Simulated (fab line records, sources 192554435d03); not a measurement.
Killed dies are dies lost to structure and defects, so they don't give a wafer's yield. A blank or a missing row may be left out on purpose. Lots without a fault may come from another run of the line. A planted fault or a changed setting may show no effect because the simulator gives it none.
Split-lot experiment | flow n5_finfet | 7 lots, 21 wafers read, on a route of 1938 steps

THE SPLIT
At N5_BEOL_M5_COAT_05 (resist thk 30 nm), the setting spin_rpm was moved away from the recipe's 1500 rpm on 10 of the 21 wafers read, by -10.9% to +7.2%. The other wafers ran this setting at the recipe's value.

The reading is taken at the split's own step.

THE READING
CAR-EUV_of_BEOL_M5_COAT_05.thk_nm (the simulator's own value, which no gauge read), in nm, at N5_BEOL_M5_COAT_05 (resist thk 30 nm). The file gives no usual value for it. The 11 wafers here that ran the recipe average 30.0 nm, standard deviation 0.11 nm.

wafer  | tool, chamber at the split | spin_rpm as run, rpm | against the recipe | CAR-EUV_of_BEOL_M5_COAT_05.thk_nm, nm | against lot-mates on the recipe
L077.4 | litho_track-04, 0          | 1500                 | recipe             | 30                                    | -
L077.5 | litho_track-04, 0          | 1500                 | recipe             | 30                                    | -
L077.6 | litho_track-04, 0          | 1500                 | recipe             | 30                                    | -
L084.1 | litho_track-04, 0          | 1500                 | recipe             | 30                                    | -
L084.6 | litho_track-04, 0          | 1500                 | recipe             | 30                                    | -
L084.5 | litho_track-04, 0          | 1500                 | recipe             | 29.8                                  | -
L085.1 | litho_track-05, 0          | 1500                 | recipe             | 29.8                                  | -
L085.6 | litho_track-05, 0          | 1500                 | recipe             | 29.8                                  | -
L085.3 | litho_track-05, 0          | 1608                 | +7.2%              | 28.8                                  | -1.0
L087.1 | litho_track-04, 0          | 1337                 | -10.9%             | 31.8                                  | +1.8
L087.3 | litho_track-04, 0          | 1337                 | -10.9%             | 31.8                                  | +1.8
L087.5 | litho_track-04, 0          | 1500                 | recipe             | 30                                    | -
L091.1 | litho_track-04, 0          | 1500                 | recipe             | 30                                    | -
L091.2 | litho_track-04, 0          | 1361                 | -9.3%              | 31.4                                  | +1.4
L091.4 | litho_track-04, 0          | 1361                 | -9.3%              | 31.4                                  | +1.4
L090.1 | litho_track-04, 0          | 1604                 | +6.9%              | 29                                    | no lot-mate on the recipe
L090.2 | litho_track-04, 0          | 1604                 | +6.9%              | 29                                    | no lot-mate on the recipe
L090.3 | litho_track-04, 0          | 1604                 | +6.9%              | 29                                    | no lot-mate on the recipe
L093.2 | litho_track-05, 0          | 1434                 | -4.4%              | 30.8                                  | +0.6
L093.3 | litho_track-05, 0          | 1434                 | -4.4%              | 30.8                                  | +0.6
L093.4 | litho_track-05, 0          | 1500                 | recipe             | 30.2                                  | -

THE FIT
A straight line over all 21 wafers: CAR-EUV_of_BEOL_M5_COAT_05.thk_nm changes by -0.158 nm for each +1% of spin_rpm; r = -0.99; the points scatter about the line by 0.11 nm.
The same after taking each lot's own level away (the mean of its wafers on the recipe; 18 wafers): -0.155 nm for each +1%; r = -1.00; scatter 0.072 nm.
On that fit, the largest move of spin_rpm shifts the reading by 1.7 nm.
The lots' own levels span 29.80 to 30.20 nm, that is 3.5 times the standard deviation above.
So the lot-to-lot level changes the slope little: the two slopes agree.
Check: with one of the wafers moved furthest among these (-10.9%) left out of the fit, the line predicts +1.66 nm for it against its lot-mates. It came out at +1.8 nm against them.

OTHER SPLITS ON THESE WAFERS
These wafers also went through other splits before the reading. Each is held against what the fit with the lots' levels taken away leaves over:
other split on the same wafers | wafers away from the commonest value | r with CAR-EUV_of_BEOL_M5_COAT_05.thk_nm (lot level and that fit taken away)
N5_BEOL_M2_COAT_62 spin_rpm    | 5                                    | -0.32
N5_BEOL_M2_COAT_73 temp_c      | 8                                    | -0.55
N5_BEOL_M2_ETCH_69 bias_w      | 3                                    | -0.25
N5_BEOL_M2_ETCH_70 bias_w      | 9                                    | +0.24
N5_BEOL_M4_COAT_73 spin_rpm    | 7                                    | +0.21
N5_BEOL_M4_EXPOSE_08 dose_mj   | 8                                    | -0.17

THE FILE'S OWN FIT
CAR-EUV_of_BEOL_M5_COAT_05.thk_nm changes by -0.154 nm for each +1% of spin_rpm, r = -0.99.
